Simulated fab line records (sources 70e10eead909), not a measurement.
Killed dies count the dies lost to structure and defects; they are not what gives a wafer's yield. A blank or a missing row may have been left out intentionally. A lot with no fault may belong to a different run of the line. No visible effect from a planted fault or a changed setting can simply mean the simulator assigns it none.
fab line records	flow nandHarc
record: lots: 24	wafers: 72	lastDay: 24
route steps=1159 shown A_M1@1043 HYBRID_BOND@1094 THIN_TSV@1116
lots untouched by any fault: they come from a run of this same line in which no faults occurred
startH: start of the lot's first displayed wafer, in hours after the record's first day	waitH: time in hours since the lot's previous step	" unchanged from the row above	L1.1+2: a single row standing in for several wafers	- either no value or no given start	* or withheld: withheld	< > ~ a bound
route shown NAME@n: names a module that has steps shown in the file, with the first one's number in the route	usual: the fault-free wafers' mean and standard deviation	same: alike in all rows	chamber/n: place in a boat	sites: each site's reading	_std_site: how widely they spread, as a standard deviation	_edge_site: inner sites' mean taken away from outer sites' mean	radiusMm: for every site, how far away it sits from the centre of the wafer	mask NAME#n: copy n	behind: the tool/chamber that last shaped the wafer	hold: what put the lot on hold/how long, in hours/how the hold closed	device: which transistor (n, p or np) failed to switch	end of line: the route-end tests of the same wafers	step lacking rows: just its recipe	killed: the dies lost at the first sort to structure and to defects; this is not the yield of the wafer	map: per-die view of a wafer (x killed, . not killed, _ where there is no die)
set.NAME: the setting as run; set.NAME@STEP: as run at that earlier step	model.NAME: the simulator's own value behind a step, which no gauge read
steps of the route over a sample of lots; a table a step, a row a wafer
services: when a tool's chamber went out of use (startH, in hours from the record's first day, below 0 if earlier), for how many hours, and the reason
== steps ==
step: NHARC_A_M1_STRIP_18
recipe: powerW: 1000	n2FlowSccm: 150	h2FlowSccm: 150	arFlowSccm: 0	biasW: 0	chemistry: N2/H2
usual: drypumpMotorCurrentA: 5.4/0.32	h2FlowSccm: 150.0/0.41	oesProductAu: 0.999/0.0078	rfVppV: 91.0/0.89	showerheadPlenumPTorr: 2.10/0.071	throttleValvePct: 14.172/0.0088
same: biasW: 0
lot.wafer	tool	chamber	startH	waitH	drypumpMotorCurrentA	h2FlowSccm	oesProductAu	rfHoursCounterH	rfVppV	showerheadPlenumPTorr	throttleValvePct
L075.2	rieDiel-10	3	431.53	0.1	5.3	149.4	1.006	1	90.0	1.94	14.176
L075.3	"	1	"	"	5.6	149.7	1.003	1	90.1	2.13	14.158
L075.1	"	2	"	"	5.6	150.3	1.009	1	90.8	2.00	14.175
L076.3	rieDiel-03	1	432.32	0.1	5.6	149.7	1.002	2	89.6	2.10	14.173
L076.2	"	2	"	"	5.5	149.9	0.989	1	90.9	2.13	14.147
L076.4	"	0	"	"	5.3	150.1	0.999	2	90.4	1.98	14.178
L074.3	rieDiel-10	0	433.44	0.1	5.7	149.6	1.004	2	91.6	1.97	14.170
L074.1	"	2	"	"	5.5	150.6	0.994	2	89.8	2.00	14.176
L074.5	"	1	"	"	5.6	149.9	1.002	-	91.3	2.13	14.182
L078.4	rieDiel-03	0	433.62	0.1	5.3	149.7	0.992	2	89.0	1.98	14.185
L078.6	"	3	"	"	5.0	150.4	0.988	-	91.6	2.15	14.163
L078.5	"	0	"	"	5.3	149.8	1.003	-	90.8	1.98	14.184
L077.1	rieDiel-12	2	433.82	0.1	5.8	150.0	0.991	4	90.1	2.15	14.168
L077.5	"	3	"	"	4.8	150.0	0.996	-	90.5	2.10	14.172
L077.6	"	0	"	"	5.7	149.4	0.997	-	93.3	2.19	14.192
L079.1	rieDiel-03	0	436.81	0.1	5.3	150.0	0.988	2	89.6	1.98	14.151
L079.3	"	1	"	"	5.6	150.0	1.005	2	90.6	2.10	14.169
L079.2	"	3	"	"	5.0	150.7	0.999	2	90.5	2.15	14.169
L081.1	rieDiel-03	3	452.88	0.1	5.0	150.0	0.996	2	91.8	2.15	14.179
L081.3	"	1	"	"	5.5	149.7	0.984	2	91.0	2.09	14.147
L081.4	"	3	"	"	5.0	150.0	0.998	-	92.6	2.15	14.181
L080.4	rieDiel-12	0	458.74	0.1	5.7	149.6	0.988	5	91.7	2.19	14.184
L080.1	"	2	"	"	5.7	149.9	1.003	5	90.2	2.15	14.178
L080.5	"	0	"	"	5.7	150.0	1.011	-	91.5	2.19	14.169
L083.3	rieDiel-12	1	464.52	0.1	5.4	149.5	1.005	6	91.0	2.09	14.165
L083.4	"	2	"	"	5.7	149.7	0.994	6	90.6	2.15	14.164
L083.6	"	3	"	"	4.9	149.9	1.010	-	92.7	2.10	14.171
L082.4	rieDiel-12	0	477.78	0.1	5.7	149.7	1.005	7	91.5	2.19	14.176
L082.3	"	1	"	"	5.4	150.7	1.008	7	91.1	2.09	14.174
L082.6	"	2	"	"	5.8	150.8	1.000	-	90.4	2.15	14.182
L084.1	rieDiel-12	3	491.20	0.1	4.8	150.5	0.991	9	90.2	2.10	14.165
L084.5	"	3	"	"	4.9	150.2	1.003	-	91.6	2.10	14.163
L084.6	"	0	"	"	5.7	149.9	1.001	-	91.5	2.19	14.166
L087.4	rieDiel-12	2	492.14	0.1	5.8	150.0	1.002	9	91.5	2.15	14.169
L087.3	"	3	"	"	4.9	149.6	0.997	9	91.7	2.10	14.166
L087.5	"	2	"	"	5.8	150.2	0.991	-	90.0	2.15	14.191
L088.2	rieDiel-10	1	494.50	0.1	5.6	150.4	1.006	3	91.0	2.13	14.177
L088.4	"	2	"	"	5.5	149.6	1.002	3	90.1	2.00	14.172
L088.6	"	2	"	"	5.5	150.0	1.009	-	90.2	2.00	14.157
L086.1	rieDiel-12	0	506.06	0.1	5.7	149.7	0.993	9	90.2	2.19	14.175
L086.4	"	2	"	"	5.8	150.4	0.996	10	89.9	2.15	14.161
L086.6	"	1	"	"	5.4	151.5	0.993	-	92.0	2.09	14.169
L091.1	rieDiel-12	0	513.92	0.1	5.7	150.0	0.988	10	90.9	2.19	14.178
L091.6	"	3	"	"	4.9	150.1	0.995	-	91.2	2.10	14.166
L091.5	"	2	"	"	5.8	150.1	1.004	-	90.4	2.15	14.182
L085.4	rieDiel-10	2	516.58	0.1	5.5	150.4	1.003	3	89.5	2.00	14.169
L085.2	"	1	"	"	5.5	149.3	1.007	4	91.3	2.13	14.162
L085.6	"	2	"	"	5.5	150.1	1.006	-	88.3	2.00	14.159
L089.1	rieDiel-12	3	517.99	0.1	4.9	150.0	0.994	11	90.7	2.10	14.181
L089.2	"	2	"	"	5.7	150.6	0.998	12	91.3	2.15	14.177
L089.4	"	0	"	"	5.7	149.7	1.000	-	91.6	2.19	14.184
L090.1	rieDiel-12	2	519.50	0.1	5.8	149.8	1.006	12	91.8	2.15	14.170
L090.2	"	3	"	"	4.8	149.9	1.007	11	91.7	2.10	14.160
L090.6	"	0	"	"	5.7	150.6	1.000	-	92.5	2.19	14.178
L093.1	rieDiel-03	3	519.77	0.1	4.9	150.7	0.986	8	91.1	2.15	14.174
L093.3	"	0	"	"	5.3	149.7	0.991	8	90.8	1.98	14.173
L093.2	"	2	"	"	5.5	150.6	0.992	8	91.9	2.13	14.167
L092.2	rieDiel-12	3	520.07	0.1	4.8	150.1	0.999	11	91.7	2.10	14.169
L092.3	"	2	"	"	5.8	149.4	0.997	12	91.9	2.15	14.174
L092.4	"	2	"	"	5.8	150.3	1.006	-	91.5	2.15	14.181
L094.1	rieDiel-12	3	525.74	0.1	4.8	150.3	1.004	12	90.4	2.10	14.176
L094.2	"	2	"	"	5.8	150.1	0.985	12	93.6	2.15	14.172
L094.6	"	3	"	"	4.9	149.9	1.002	-	91.4	2.10	14.175
L097.3	rieDiel-12	3	530.84	0.1	4.9	149.1	1.006	13	91.3	2.10	14.169
L097.4	"	1	"	"	5.4	149.8	1.013	10	90.9	2.09	14.180
L097.6	"	0	"	"	5.7	150.1	0.994	-	91.8	2.19	14.179
L095.1	rieDiel-03	1	531.18	0.1	5.6	149.2	1.001	8	90.9	2.09	14.170
L095.2	"	3	"	"	5.0	150.0	0.988	8	90.8	2.14	14.195
L095.3	"	0	"	"	5.3	150.5	0.997	8	90.8	1.98	14.160
L096.2	rieDiel-03	0	538.44	0.1	5.3	150.0	0.997	9	90.0	1.98	14.163
L096.6	"	0	"	"	5.3	150.1	0.999	-	90.8	1.98	14.184
L096.5	"	1	"	"	5.6	150.1	0.996	-	91.8	2.09	14.177
step: NHARC_A_M1_PRE_CLEAN_30
recipe: timeS: 30	tempC: 280	gas: H2/He
usual: heaterPowerW: 397/35
lot.wafer	tool	chamber	startH	waitH	heaterPowerW
L075.3	pvdSputter-02	-	-	-	362
L075.1	"	-	"	"	461
L075.2	"	-	"	"	399
L076.3	pvdSputter-02	-	-	-	458
L076.4	"	-	"	"	426
L076.2	"	-	"	"	400
L074.1	pvdSputter-01	-	-	-	370
L074.3	"	-	"	"	454
L074.5	"	-	"	"	365
L078.4	pvdSputter-03	-	-	-	379
L078.5	"	-	"	"	354
L078.6	"	-	"	"	381
L077.1	pvdSputter-02	-	-	-	363
L077.5	"	-	"	"	452
L077.6	"	-	"	"	428
L079.2	pvdSputter-03	-	-	-	370
L079.1	"	-	"	"	370
L079.3	"	-	"	"	415
L081.4	pvdSputter-02	-	-	-	428
L081.1	"	-	"	"	398
L081.3	"	-	"	"	367
L080.4	pvdSputter-02	-	-	-	469
L080.1	"	-	"	"	403
L080.5	"	-	"	"	453
L083.3	pvdSputter-01	-	-	-	358
L083.4	"	-	"	"	450
L083.6	"	-	"	"	353
L082.3	pvdSputter-02	-	-	-	457
L082.4	"	-	"	"	429
L082.6	"	-	"	"	368
L084.1	pvdSputter-03	-	-	-	370
L084.5	"	-	"	"	401
L084.6	"	-	"	"	402
L087.4	pvdSputter-03	-	-	-	366
L087.3	"	-	"	"	387
L087.5	"	-	"	"	376
L088.2	pvdSputter-02	-	-	-	359
L088.4	"	-	"	"	417
L088.6	"	-	"	"	360
L086.1	pvdSputter-01	-	-	-	361
L086.4	"	-	"	"	464
L086.6	"	-	"	"	365
L091.1	pvdSputter-03	-	-	-	396
L091.6	"	-	"	"	396
L091.5	"	-	"	"	369
L085.4	pvdSputter-02	-	-	-	354
L085.2	"	-	"	"	420
L085.6	"	-	"	"	361
L089.4	pvdSputter-02	-	-	-	423
L089.2	"	-	"	"	398
L089.1	"	-	"	"	360
L090.2	pvdSputter-03	-	-	-	370
L090.1	"	-	"	"	406
L090.6	"	-	"	"	366
L093.3	pvdSputter-03	-	-	-	367
L093.2	"	-	"	"	400
L093.1	"	-	"	"	369
L092.4	pvdSputter-02	-	-	-	366
L092.2	"	-	"	"	469
L092.3	"	-	"	"	435
L094.2	pvdSputter-01	-	-	-	445
L094.1	"	-	"	"	365
L094.6	"	-	"	"	457
L097.4	pvdSputter-01	-	-	-	360
L097.3	"	-	"	"	382
L097.6	"	-	"	"	360
L095.1	pvdSputter-02	-	-	-	406
L095.3	"	-	"	"	366
L095.2	"	-	"	"	456
L096.2	pvdSputter-03	-	-	-	388
L096.5	"	-	"	"	373
L096.6	"	-	"	"	381
step: NHARC_HYBRID_BOND_ACTIVATE_00
recipe: timeS: 60	n2FlowSccm: 200	arFlowSccm: 0	biasPowerW: 0	chemistry: N2
usual: drypumpMotorCurrentA: 5.9/0.49	oesProductAu: 1.002/0.0084	rfVppV: 64.1/0.91	showerheadPlenumPTorr: 1.77/0.087
lot.wafer	tool	chamber	startH	waitH	drypumpMotorCurrentA	oesProductAu	rfHoursCounterH	rfVppV	showerheadPlenumPTorr
L075.3	rieDiel-06	1	438.49	0.1	5.6	1.000	1	64.1	1.77
L075.1	"	2	"	"	6.3	0.999	1	64.6	1.84
L075.2	"	3	"	"	6.5	1.005	1	63.8	1.64
L076.4	rieDiel-06	1	439.16	0.1	5.6	1.003	1	64.7	1.77
L076.2	"	2	"	"	6.3	1.006	1	64.9	1.84
L076.3	"	3	"	"	6.4	1.004	1	62.2	1.64
L074.3	rieDiel-06	2	440.74	0.1	6.2	0.993	1	63.4	1.84
L074.1	"	0	"	"	5.3	1.016	2	64.7	1.87
L074.5	"	1	"	"	5.6	0.996	-	64.3	1.77
L078.4	rieDiel-06	0	441.01	0.2	5.3	1.010	2	65.0	1.87
L078.5	"	2	"	"	6.3	0.996	-	63.6	1.84
L078.6	"	3	"	"	6.4	1.007	-	63.8	1.64
L077.1	rieDiel-08	2	441.11	0.1	6.3	1.003	44	62.3	1.85
L077.5	"	2	"	"	6.3	1.008	-	62.9	1.85
L077.6	"	3	"	"	5.0	0.997	-	63.9	1.67
L079.3	rieDiel-06	1	443.87	0.1	5.6	1.009	2	64.4	1.77
L079.1	"	2	"	"	6.2	0.988	1	64.3	1.84
L079.2	"	3	"	"	6.5	1.006	1	63.9	1.64
L081.1	rieDiel-06	3	460.72	0.1	6.4	1.008	4	63.4	1.64
L081.3	"	1	"	"	5.6	1.005	4	65.1	1.77
L081.4	"	2	"	"	6.2	0.998	3	64.1	1.84
L080.1	rieDiel-06	2	465.85	0.1	6.2	0.990	3	63.0	1.84
L080.4	"	3	"	"	6.5	0.994	4	63.3	1.64
L080.5	"	2	"	"	6.2	0.984	-	65.1	1.84
L083.3	rieDiel-08	1	471.55	0.1	5.7	0.997	60	64.4	1.69
L083.4	"	2	"	"	6.3	1.008	58	65.2	1.84
L083.6	"	3	"	"	5.0	0.995	-	63.9	1.66
L082.3	rieDiel-06	2	486.18	0.1	6.3	1.005	5	66.3	1.84
L082.4	"	1	"	"	5.6	1.006	5	63.9	1.77
L082.6	"	2	"	"	6.2	0.990	-	64.2	1.84
L084.1	rieDiel-06	3	498.71	0.1	6.5	1.001	7	63.1	1.64
L084.6	"	3	"	"	6.4	0.994	-	63.2	1.64
L084.5	"	0	"	"	5.3	0.994	-	63.6	1.87
L087.4	rieDiel-06	0	499.27	0.1	5.3	1.005	7	65.0	1.87
L087.3	"	2	"	"	6.2	0.993	6	64.4	1.84
L087.5	"	0	"	"	5.3	0.995	-	63.1	1.87
L088.4	rieDiel-06	3	501.97	0.1	6.5	1.012	7	63.2	1.64
L088.2	"	2	"	"	6.2	1.002	6	65.6	1.84
L088.6	"	3	"	"	6.5	1.006	-	63.5	1.64
L086.4	rieDiel-06	2	513.05	0.1	6.2	0.987	8	63.6	1.84
L086.1	"	3	"	"	6.4	0.996	9	62.6	1.64
L086.6	"	3	"	"	6.5	0.995	-	61.9	1.64
L091.1	rieDiel-08	3	521.36	0.1	5.0	0.999	9	64.0	1.66
L091.5	"	1	"	"	5.7	1.002	-	63.2	1.69
L091.6	"	2	"	"	6.3	0.995	-	63.4	1.84
L085.4	rieDiel-06	0	523.62	0.1	5.3	1.018	10	64.5	1.87
L085.2	"	2	"	"	6.3	0.998	10	64.5	1.84
L085.6	"	0	"	"	5.3	1.017	-	64.7	1.87
L089.4	rieDiel-08	2	526.54	0.1	6.3	1.003	12	64.0	1.84
L089.2	"	3	"	"	5.0	1.002	10	64.2	1.66
L089.1	"	1	"	"	5.7	0.994	11	63.6	1.69
L090.1	rieDiel-06	2	526.71	0.1	6.3	0.992	10	64.9	1.84
L090.2	"	1	"	"	5.6	0.996	10	64.4	1.77
L090.6	"	2	"	"	6.2	0.995	-	63.6	1.84
L093.2	rieDiel-06	0	527.19	0.1	5.3	1.018	10	64.5	1.87
L093.1	"	2	"	"	6.2	1.005	10	64.0	1.84
L093.3	"	3	"	"	6.5	1.012	11	65.5	1.64
L092.2	rieDiel-06	2	527.66	0.1	6.2	0.997	10	64.7	1.84
L092.4	"	3	"	"	6.5	1.015	11	63.9	1.64
L092.3	"	0	"	"	5.3	1.009	10	64.3	1.87
L094.2	rieDiel-01	2	532.85	0.1	6.3	1.005	9	63.3	1.71
L094.1	"	1	"	"	5.1	1.003	10	64.9	1.83
L094.6	"	2	"	"	6.3	1.000	-	63.7	1.71
L097.3	rieDiel-08	1	537.99	0.1	5.7	1.005	16	63.4	1.69
L097.4	"	3	"	"	5.0	1.005	16	61.6	1.66
L097.6	"	1	"	"	5.7	0.995	-	62.5	1.69
L095.3	rieDiel-06	3	538.38	0.1	6.5	1.021	12	65.5	1.64
L095.1	"	0	"	"	5.3	1.014	11	64.4	1.87
L095.2	"	2	"	"	6.2	0.995	10	63.6	1.84
L096.2	rieDiel-06	2	545.44	0.1	6.2	0.998	11	63.7	1.84
L096.5	"	3	"	"	6.5	1.008	-	63.0	1.64
L096.6	"	0	"	"	5.3	1.008	-	64.9	1.87
step: NHARC_THIN_TSV_CD_MEAS_12
recipe: targetCdNm: 1000	landingEnergyEv: 500
usual: cdNm: 1000.2/1.4
lot.wafer	tool	chamber	startH	waitH	cdNm
L076.2	cdSem-01	0	451.12	-	997.1
L076.3	"	0	"	"	999.1
L076.4	"	0	"	"	999.4
L075.1	cdSem-01	0	452.44	-	1000.2
L075.2	"	0	"	"	999.1
L075.3	"	0	"	"	999.7
L074.1	cdSem-02	0	454.84	-	1001.2
L074.3	"	0	"	"	1000.6
L074.5	"	0	"	"	1000.4
L077.1	cdSem-03	0	456.56	-	999.1
L077.5	"	0	"	"	1000.2
L077.6	"	0	"	"	998.8
L078.4	cdSem-02	0	457.75	-	1001.5
L078.5	"	0	"	"	1001.0
L078.6	"	0	"	"	1000.4
L079.1	cdSem-02	0	458.96	-	1000.1
L079.2	"	0	"	"	1000.2
L079.3	"	0	"	"	1000.6
L081.1	cdSem-02	0	473.20	-	1000.2
L081.3	"	0	"	"	999.9
L081.4	"	0	"	"	1000.5
L080.1	cdSem-01	0	481.07	-	1001.6
L080.4	"	0	"	"	1002.6
L080.5	"	0	"	"	1000.7
L083.3	cdSem-03	0	482.07	-	997.9
L083.4	"	0	"	"	999.1
L083.6	"	0	"	"	998.8
L082.3	cdSem-01	0	501.08	-	1001.8
L082.4	"	0	"	"	1000.4
L082.6	"	0	"	"	998.8
L084.1	cdSem-02	0	515.74	-	1000.6
L084.5	"	0	"	"	1001.5
L084.6	"	0	"	"	1001.2
L088.2	cdSem-01	0	516.99	-	999.8
L088.4	"	0	"	"	998.9
L088.6	"	0	"	"	1001.4
L087.3	cdSem-01	0	518.24	-	998.3
L087.4	"	0	"	"	998.0
L087.5	"	0	"	"	999.4
L086.1	cdSem-01	0	527.49	-	1000.8
L086.4	"	0	"	"	1000.2
L086.6	"	0	"	"	999.9
L091.1	cdSem-03	0	534.90	-	997.6
L091.5	"	0	"	"	997.9
L091.6	"	0	"	"	999.6
L085.2	cdSem-03	0	536.11	-	1000.6
L085.4	"	0	"	"	1001.4
L085.6	"	0	"	"	1002.0
L089.1	cdSem-02	0	538.96	-	999.7
L089.2	"	0	"	"	1001.1
L089.4	"	0	"	"	1000.0
L090.1	cdSem-01	0	540.30	-	997.7
L090.2	"	0	"	"	998.4
L090.6	"	0	"	"	996.9
L093.1	cdSem-01	0	541.51	-	1002.4
L093.2	"	0	"	"	1000.8
L093.3	"	0	"	"	1001.4
L092.2	cdSem-03	0	542.71	-	1001.4
L092.3	"	0	"	"	1002.9
L092.4	"	0	"	"	1001.9
L094.1	cdSem-02	0	545.28	-	1002.9
L094.2	"	0	"	"	1003.3
L094.6	"	0	"	"	1002.3
L097.3	cdSem-03	0	551.73	-	999.4
L097.4	"	0	"	"	1000.2
L097.6	"	0	"	"	999.0
L095.1	cdSem-02	0	552.79	-	999.7
L095.2	"	0	"	"	999.4
L095.3	"	0	"	"	998.9
L096.2	cdSem-01	0	557.81	-	1002.8
L096.5	"	0	"	"	1001.8
L096.6	"	0	"	"	1000.1
step: NHARC_THIN_TSV_DESCUM_14
recipe: timeS: 3	o2FlowSccm: 200	arFlowSccm: 0	biasPowerW: 0	chemistry: O2
usual: drypumpMotorCurrentA: 5.6/0.41	oesProductAu: 1.003/0.0072	rfVppV: 57.6/0.87	showerheadPlenumPTorr: 1.88/0.076	throttleValvePct: 11.312/0.0093
lot.wafer	tool	chamber	startH	waitH	drypumpMotorCurrentA	oesProductAu	rfHoursCounterH	rfVppV	showerheadPlenumPTorr	throttleValvePct
L076.2	rieDiel-02	0	451.27	-	5.9	1.007	8	57.9	1.79	11.304
L076.4	"	1	"	"	5.7	1.009	6	57.8	1.90	11.302
L076.3	"	2	"	"	5.4	1.003	8	58.5	1.85	11.312
L075.2	rieDiel-09	3	452.60	-	5.5	0.995	1	57.3	1.81	11.325
L075.3	"	1	"	"	5.6	1.025	1	58.1	1.89	11.322
L075.1	"	2	"	"	5.8	1.005	1	58.0	2.03	11.307
L074.1	rieDiel-02	0	455.01	-	5.9	0.988	8	56.8	1.79	11.296
L074.3	"	1	"	"	5.7	1.006	7	56.6	1.90	11.315
L074.5	"	0	"	"	5.9	1.002	-	57.4	1.79	11.316
L077.1	rieDiel-11	2	456.74	-	6.4	1.004	5	58.3	1.79	11.304
L077.5	"	0	"	"	6.1	0.990	-	55.4	1.79	11.318
L077.6	"	1	"	"	5.6	0.994	-	57.7	1.95	11.338
L078.4	rieDiel-11	1	457.92	-	5.6	0.991	6	58.1	1.95	11.310
L078.5	"	3	"	"	5.7	1.004	-	57.9	1.97	11.301
L078.6	"	0	"	"	6.1	0.984	-	56.7	1.79	11.308
L079.3	rieDiel-02	1	459.24	-	5.7	1.014	7	57.9	1.90	11.318
L079.2	"	2	"	"	5.3	1.005	9	57.7	1.85	11.298
L079.1	"	3	"	"	4.8	1.007	9	58.0	1.92	11.309
L081.4	rieDiel-09	2	473.36	-	5.8	1.000	2	57.5	2.03	11.311
L081.1	"	3	"	"	5.5	0.998	2	56.4	1.81	11.297
L081.3	"	1	"	"	5.6	1.007	2	57.4	1.89	11.313
L080.4	rieDiel-02	3	481.27	-	4.8	0.999	11	58.2	1.92	11.318
L080.1	"	0	"	"	5.9	1.018	10	57.2	1.79	11.314
L080.5	"	2	"	"	5.3	1.006	-	56.9	1.85	11.318
L083.3	rieDiel-09	2	482.24	-	5.8	1.009	3	59.0	2.03	11.313
L083.6	"	0	"	"	5.4	1.002	-	57.7	1.97	11.317
L083.4	"	2	"	"	5.8	0.999	-	58.0	2.03	11.316
L082.3	rieDiel-02	2	501.24	-	5.4	1.001	12	56.7	1.85	11.306
L082.4	"	0	"	"	5.9	1.002	11	58.0	1.79	11.314
L082.6	"	2	"	"	5.3	1.002	-	57.2	1.85	11.306
L084.1	rieDiel-09	3	515.91	-	5.5	0.990	9	57.6	1.80	11.312
L084.6	"	2	"	"	5.8	1.001	-	58.3	2.02	11.315
L084.5	"	3	"	"	5.5	0.991	-	57.7	1.80	11.311
L088.2	rieDiel-02	1	517.14	-	5.7	1.005	0	56.9	1.90	11.311
L088.4	"	3	"	"	4.8	1.007	-	57.4	1.92	11.287
L088.6	"	0	"	"	5.9	1.001	-	58.8	1.79	11.319
L087.3	rieDiel-09	2	518.40	-	5.8	1.005	8	57.7	2.03	11.309
L087.4	"	0	"	"	5.4	0.994	10	58.4	1.96	11.313
L087.5	"	2	"	"	5.7	0.998	-	57.5	2.03	11.328
L086.1	rieDiel-02	0	527.67	-	5.9	1.011	2	56.8	1.79	11.324
L086.6	"	1	"	"	5.7	1.002	-	57.3	1.90	11.312
L086.4	"	3	"	"	4.8	1.003	-	56.7	1.92	11.311
L091.1	rieDiel-09	1	535.07	-	5.6	1.008	8	58.0	1.89	11.316
L091.6	"	0	"	"	5.4	1.007	-	56.7	1.96	11.311
L091.5	"	1	"	"	5.6	1.007	-	57.1	1.89	11.293
L085.4	rieDiel-11	1	536.27	-	5.6	1.000	11	57.5	1.95	11.312
L085.2	"	3	"	"	5.7	1.018	11	57.4	1.97	11.332
L085.6	"	1	"	"	5.6	1.002	-	59.4	1.95	11.311
L089.4	rieDiel-02	1	539.13	-	5.7	0.999	2	56.5	1.90	11.324
L089.2	"	2	"	"	5.3	0.998	1	58.3	1.85	11.314
L089.1	"	3	"	"	4.7	1.004	2	56.3	1.92	11.313
L090.2	rieDiel-02	0	540.47	-	5.9	1.008	2	56.1	1.79	11.306
L090.1	"	2	"	"	5.4	1.002	1	56.9	1.85	11.312
L090.6	"	3	"	"	4.7	1.004	-	58.1	1.92	11.299
L093.3	rieDiel-11	3	541.68	-	5.7	1.003	12	56.6	1.97	11.325
L093.1	"	0	"	"	6.2	0.988	11	57.0	1.79	11.305
L093.2	"	1	"	"	5.6	0.989	11	57.2	1.95	11.327
L092.4	rieDiel-11	2	542.87	-	6.4	0.998	11	57.0	1.78	11.310
L092.2	"	3	"	"	5.7	1.012	12	59.1	1.97	11.317
L092.3	"	0	"	"	6.2	0.997	12	57.0	1.79	11.300
L094.1	rieDiel-02	0	545.45	-	5.9	1.008	3	56.2	1.79	11.289
L094.2	"	1	"	"	5.7	0.994	3	58.8	1.90	11.309
L094.6	"	0	"	"	5.9	1.003	-	57.4	1.79	11.305
L097.3	rieDiel-02	3	551.89	-	4.7	1.012	4	57.8	1.92	11.314
L097.4	"	1	"	"	5.7	1.012	4	58.0	1.90	11.333
L097.6	"	0	"	"	5.9	1.006	-	56.8	1.79	11.306
L095.3	rieDiel-09	0	552.94	-	5.4	1.009	13	58.7	1.96	11.314
L095.2	"	1	"	"	5.6	1.014	10	58.7	1.89	11.302
L095.1	"	3	"	"	5.5	1.001	12	57.6	1.80	11.325
L096.2	rieDiel-11	0	557.96	-	6.2	1.000	0	56.0	1.79	11.314
L096.6	"	0	"	"	6.2	1.004	-	57.0	1.79	11.314
L096.5	"	1	"	"	5.6	0.988	-	58.7	1.95	11.328
step: NHARC_THIN_TSV_STRIP_45
recipe: powerW: 1500	tempC: 250	chemistry: O2
usual: drypumpMotorCurrentA: 5.50/0.26	heaterPowerW: 318/17
lot.wafer	tool	chamber	startH	waitH	drypumpMotorCurrentA	heaterPowerW	rfHoursCounterH
L076.2	plasmaAsher-02	1	452.19	0.1	5.25	328	29
L076.4	"	0	"	"	5.42	316	-
L076.3	"	1	"	"	5.25	319	-
L075.1	plasmaAsher-02	1	453.51	0.1	5.26	322	30
L075.2	"	0	"	"	5.42	308	30
L075.3	"	1	"	"	5.26	322	-
L074.1	plasmaAsher-02	0	455.87	0.1	5.43	319	32
L074.3	"	1	"	"	5.24	326	-
L074.5	"	0	"	"	5.43	315	-
L077.1	plasmaAsher-02	0	457.87	0.3	5.41	327	33
L077.5	"	0	"	"	5.42	319	-
L077.6	"	1	"	"	5.27	331	-
L078.4	plasmaAsher-02	0	458.92	0.2	5.44	327	-
L078.6	"	0	"	"	5.42	317	-
L078.5	"	1	"	"	5.24	328	-
L079.2	plasmaAsher-02	1	460.16	0.1	5.27	320	35
L079.1	"	0	"	"	5.41	322	35
L079.3	"	0	"	"	5.41	319	-
L081.1	plasmaAsher-02	0	474.23	0.1	5.42	322	40
L081.4	"	0	"	"	5.41	326	-
L081.3	"	1	"	"	5.25	320	-
L080.1	plasmaAsher-02	1	482.14	0.1	5.24	326	43
L080.4	"	0	"	"	5.42	314	-
L080.5	"	0	"	"	5.41	315	-
L083.4	plasmaAsher-01	0	483.32	0.2	6.01	299	-
L083.3	"	1	"	"	5.53	336	-
L083.6	"	0	"	"	6.00	295	-
L082.4	plasmaAsher-02	0	502.22	0.2	5.44	324	-
L082.3	"	1	"	"	5.25	331	-
L082.6	"	1	"	"	5.27	329	-
L084.1	plasmaAsher-02	0	516.83	0.1	5.44	329	51
L084.5	"	1	"	"	5.25	325	-
L084.6	"	0	"	"	5.46	315	-
L088.2	plasmaAsher-01	1	518.15	0.1	5.51	330	14
L088.4	"	1	"	"	5.51	338	-
L088.6	"	0	"	"	6.03	295	-
L087.4	plasmaAsher-01	1	519.37	0.2	5.50	337	-
L087.3	"	0	"	"	5.99	288	-
L087.5	"	1	"	"	5.52	340	-
L086.1	plasmaAsher-02	1	528.65	0.1	5.25	321	55
L086.4	"	0	"	"	5.44	311	-
L086.6	"	0	"	"	5.43	316	-
L091.1	plasmaAsher-02	1	535.93	0.1	5.26	332	57
L091.6	"	1	"	"	5.27	325	-
L091.5	"	0	"	"	5.42	313	-
L085.2	plasmaAsher-01	1	537.19	0.1	5.51	331	20
L085.4	"	1	"	"	5.51	330	-
L085.6	"	1	"	"	5.52	337	-
L089.2	plasmaAsher-01	1	540.51	0.6	5.52	329	23
L089.1	"	0	"	"	6.04	294	23
L089.4	"	1	"	"	5.52	336	-
L090.1	plasmaAsher-01	1	542.60	1.3	5.51	338	25
L090.2	"	0	"	"	6.00	291	25
L090.6	"	1	"	"	5.51	336	-
L093.1	plasmaAsher-01	1	544.03	1.6	5.53	331	26
L093.2	"	0	"	"	6.00	297	26
L093.3	"	0	"	"	6.01	288	-
L092.2	plasmaAsher-02	1	546.05	2.4	5.26	350	0
L092.4	"	0	"	"	5.43	283	-
L092.3	"	1	"	"	5.29	344	-
L094.1	plasmaAsher-02	1	547.75	1.5	5.27	344	2
L094.2	"	0	"	"	5.42	292	2
L094.6	"	0	"	"	5.38	293	-
L097.4	plasmaAsher-01	1	552.88	0.2	5.52	329	-
L097.3	"	0	"	"	6.01	293	-
L097.6	"	0	"	"	6.00	295	-
L095.2	plasmaAsher-02	1	553.83	0.1	5.25	343	5
L095.1	"	0	"	"	5.43	290	5
L095.3	"	1	"	"	5.25	348	-
L096.2	plasmaAsher-01	1	558.84	0.1	5.51	342	35
L096.5	"	1	"	"	5.52	330	-
L096.6	"	0	"	"	6.01	288	-
== services ==
tool	chamber	startH	hours	kind
rieDiel-11	2	409.06	13.1	repair
rieDiel-12	-	417.86	0.5	repair
rieDiel-06	-	418.20	9.0	pm
rieDiel-09	-	431.12	9.0	pm
rieDiel-08	0	436.60	20.0	repair
rieDiel-03	0	451.58	3.9	repair
plasmaAsher-01	-	453.55	9.0	pm
pvdSputter-03	-	458.04	10.0	pm
rieDiel-02	1	474.30	3.7	repair
rieDiel-09	1	475.96	10.1	repair
rieDiel-08	-	479.16	9.0	pm
rieDiel-06	2	487.02	4.5	repair
rieDiel-02	-	504.70	9.0	pm
rieDiel-12	1	506.69	14.3	repair
rieDiel-06	0	513.52	5.1	repair
pvdSputter-01	-	514.04	10.0	pm
rieDiel-02	2	515.59	14.8	repair
rieDiel-03	2	519.95	14.1	repair
pvdSputter-02	-	525.97	4.2	repair
rieDiel-03	-	527.05	0.4	repair
plasmaAsher-02	-	537.00	9.0	pm
rieDiel-06	1	537.61	8.0	repair
rieDiel-11	-	543.50	9.0	pm
rieDiel-12	-	556.41	9.0	pm
== key ==
fault none
